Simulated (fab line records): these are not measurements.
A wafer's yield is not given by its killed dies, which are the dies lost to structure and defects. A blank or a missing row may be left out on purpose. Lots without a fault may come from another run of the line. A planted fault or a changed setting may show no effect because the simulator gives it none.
Split-lot study -- flow n5 finfet -- 21 wafers read across 7 lots, on a route 1938 steps long

SPLIT DETAILS
At N5_BEOL_M13_COAT_65 (time 60 s, resist thk 350 nm), the setting spin rpm was moved away from the recipe's 1500 rpm on 9 of the 21 wafers read, by -9.5% to +6.7%. All remaining wafers had this setting at the recipe value.

The reading is taken at the split's own step.

THE READING
SOC_of_BEOL_M13_COAT_65.thk nm (the simulator's own value, which no gauge read), in nm, at N5_BEOL_M13_COAT_65 (time 60 s, resist thk 350 nm). The file gives no usual value for it. Here, 12 wafers ran the recipe; their average is 350.1 nm with a standard deviation of 1.5 nm.

wafer,"tool, chamber at the split","spin rpm as run, rpm",against the recipe,"SOC_of_BEOL_M13_COAT_65.thk nm, nm",against lot-mates on the recipe
L076.1,"litho track-03, 0",1405,-6.3%,361.4,+11.4
L076.4,"litho track-03, 0",1500,recipe,350,-
L076.5,"litho track-03, 0",1405,-6.3%,362,+12.0
L080.4,"litho track-05, 0",1500,recipe,348.2,-
L080.5,"litho track-05, 0",1500,recipe,348,-
L080.6,"litho track-05, 0",1500,recipe,347.8,-
L079.3,"litho track-05, 0",1500,recipe,349.2,-
L079.4,"litho track-05, 0",1600,+6.7%,338.6,-11.0
L079.6,"litho track-05, 0",1500,recipe,350,-
L084.1,"litho track-01, 0",1365,-9.0%,367.8,+17.0
L084.4,"litho track-01, 0",1365,-9.0%,367.8,+17.0
L084.5,"litho track-01, 0",1500,recipe,350.8,-
L090.1,"litho track-05, 0",1500,recipe,352.4,-
L090.2,"litho track-05, 0",1500,recipe,352,-
L090.4,"litho track-05, 0",1500,recipe,350.8,-
L095.1,"litho track-03, 0",1500,recipe,350.2,-
L095.2,"litho track-03, 0",1358,-9.5%,368,+17.8
L095.4,"litho track-03, 0",1358,-9.5%,367.6,+17.4
L097.1,"litho track-05, 0",1555,+3.7%,344.6,-7.0
L097.5,"litho track-05, 0",1500,recipe,351.6,-
L097.6,"litho track-05, 0",1555,+3.7%,344.8,-6.8

FIT RESULTS
A straight line over all 21 wafers: SOC_of_BEOL_M13_COAT_65.thk nm changes by -1.84 nm for each +1% of spin rpm; r = -0.99; the points scatter about the line by 1.3 nm.
The same after taking each lot's own level away (the mean of its wafers on the recipe; 21 wafers): -1.84 nm for each +1%; r = -1.00; scatter 0.45 nm.
Per that fit: largest spin rpm move, reading shift of 17 nm.
From 348.00 to 351.73 nm: that is the span of the lots' own levels, equal to 2.5 times the standard deviation above.
So the lot-to-lot level changes the slope little: the two slopes agree.
Check: +17.5 nm against its lot-mates is what the line predicts for one of the wafers moved furthest among these (-9.5%) when that wafer is left out of the fit. Against them it came out at +17.8 nm.

ADDITIONAL SPLITS CARRIED BY THESE WAFERS
Note: prior to the reading, these wafers also went through further splits. Each is held against what the fit with the lots' levels taken away leaves over:
other split on the same wafers,wafers away from the commonest value,r with SOC_of_BEOL_M13_COAT_65.thk nm (lot level and that fit taken away)
N5_BEOL_M11_ETCH_41 time s,7,-0.24
N5_BEOL_M12_ETCH_67 source w,6,-0.13
N5_BEOL_M12_ETCH_68 time s,5,+0.09
N5_BEOL_M13_ETCH_59 time s,9,-0.15

FILE'S OWN FIT
SOC_of_BEOL_M13_COAT_65.thk nm changes by -1.83 nm for each +1% of spin rpm, r = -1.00.
